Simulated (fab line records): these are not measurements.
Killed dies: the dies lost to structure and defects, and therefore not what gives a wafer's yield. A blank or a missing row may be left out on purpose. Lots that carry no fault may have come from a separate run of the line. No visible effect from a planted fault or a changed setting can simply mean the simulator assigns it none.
Matching of chambers / flow nand_harc / NHARC_A_STAIRCASE_ALD_420 on ald_hk-01 has 4 sister chambers
The step deposits SiO2, target thk 20 nm, pulse time 6 s, ald cycles 200. 20 wafers are shown with their chamber, then 10 later ones without.

WAFERS PAIRED WITH THEIR CHAMBERS
wafer=L074.4; chamber=2; heater_power_w (W)=428; precursor_pulse_height_rel=1.008
wafer=L074.5; chamber=2; heater_power_w (W)=425; precursor_pulse_height_rel=0.960
wafer=L074.6; chamber=3; heater_power_w (W)=476; precursor_pulse_height_rel=1.017
wafer=L075.1; chamber=2; heater_power_w (W)=429; precursor_pulse_height_rel=1.021
wafer=L075.2; chamber=1; heater_power_w (W)=532; precursor_pulse_height_rel=0.999
wafer=L075.6; chamber=2; heater_power_w (W)=436; precursor_pulse_height_rel=1.002
wafer=L076.2; chamber=1; heater_power_w (W)=537; precursor_pulse_height_rel=1.016
wafer=L076.4; chamber=2; heater_power_w (W)=434; precursor_pulse_height_rel=1.000
wafer=L076.6; chamber=0; heater_power_w (W)=482; precursor_pulse_height_rel=0.997
wafer=L077.1; chamber=2; heater_power_w (W)=423; precursor_pulse_height_rel=1.032
wafer=L077.4; chamber=0; heater_power_w (W)=489; precursor_pulse_height_rel=1.013
wafer=L077.6; chamber=2; heater_power_w (W)=424; precursor_pulse_height_rel=1.009
wafer=L081.1; chamber=3; heater_power_w (W)=459; precursor_pulse_height_rel=1.012
wafer=L081.5; chamber=1; heater_power_w (W)=535; precursor_pulse_height_rel=1.011
wafer=L081.6; chamber=2; heater_power_w (W)=435; precursor_pulse_height_rel=0.983
wafer=L084.1; chamber=1; heater_power_w (W)=515; precursor_pulse_height_rel=1.007
wafer=L084.3; chamber=0; heater_power_w (W)=475; precursor_pulse_height_rel=1.011
wafer=L084.5; chamber=1; heater_power_w (W)=509; precursor_pulse_height_rel=0.988
wafer=L088.2; chamber=2; heater_power_w (W)=438; precursor_pulse_height_rel=1.021
wafer=L088.4; chamber=0; heater_power_w (W)=490; precursor_pulse_height_rel=0.982

SIGNATURES (averages over the wafers above)
reading=heater_power_w; chamber 0=484.00; chamber 1=525.60; chamber 2=430.22; chamber 3=467.50; scatter within a chamber=8.64
reading=precursor_pulse_height_rel; chamber 0=1.00075; chamber 1=1.00420; chamber 2=1.00400; chamber 3=1.01450; scatter within a chamber=0.0175
Rule: distance of a wafer from a chamber = root of the sum over the readings of ((wafer's reading minus chamber's mean) / reading's scatter) squared. If the next closest chamber is less than 2 further off than the closest, the wafer can't be placed; otherwise it belongs to the closest. The scatter is the square root of a quotient: the sum, over the shown wafers, of each reading's squared deviation from its chamber's mean, divided by wafers minus chambers.

WAFERS WITH NO CHAMBER GIVEN
wafer=L088.6; heater_power_w (W)=520; precursor_pulse_height_rel=0.978
wafer=L091.2; heater_power_w (W)=442; precursor_pulse_height_rel=0.988
wafer=L091.3; heater_power_w (W)=500; precursor_pulse_height_rel=0.975
wafer=L091.4; heater_power_w (W)=514; precursor_pulse_height_rel=0.976
wafer=L092.4; heater_power_w (W)=448; precursor_pulse_height_rel=1.002
wafer=L092.5; heater_power_w (W)=482; precursor_pulse_height_rel=0.998
wafer=L092.6; heater_power_w (W)=479; precursor_pulse_height_rel=0.996
wafer=L095.1; heater_power_w (W)=494; precursor_pulse_height_rel=1.011
wafer=L095.3; heater_power_w (W)=445; precursor_pulse_height_rel=1.009
wafer=L095.4; heater_power_w (W)=484; precursor_pulse_height_rel=1.003

WHICH CHAMBER EACH ONE RAN IN
wafer=L088.6; from the rows above=1; in truth=1
wafer=L091.2; from the rows above=can't be placed: 2 or 3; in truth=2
wafer=L091.3; from the rows above=can't be placed: 0 or 1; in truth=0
wafer=L091.4; from the rows above=can't be placed: 1 or 0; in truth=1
wafer=L092.4; from the rows above=can't be placed: 2 or 3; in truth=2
wafer=L092.5; from the rows above=can't be placed: 0 or 3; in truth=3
wafer=L092.6; from the rows above=can't be placed: 0 or 3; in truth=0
wafer=L095.1; from the rows above=can't be placed: 0 or 3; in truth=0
wafer=L095.3; from the rows above=can't be placed: 2 or 3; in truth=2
wafer=L095.4; from the rows above=can't be placed: 0 or 3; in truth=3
Placed correctly: 1 of 10. From these rows, 9 cannot be placed; in 9 the true chamber is one of the candidates. 0 placed wrongly.
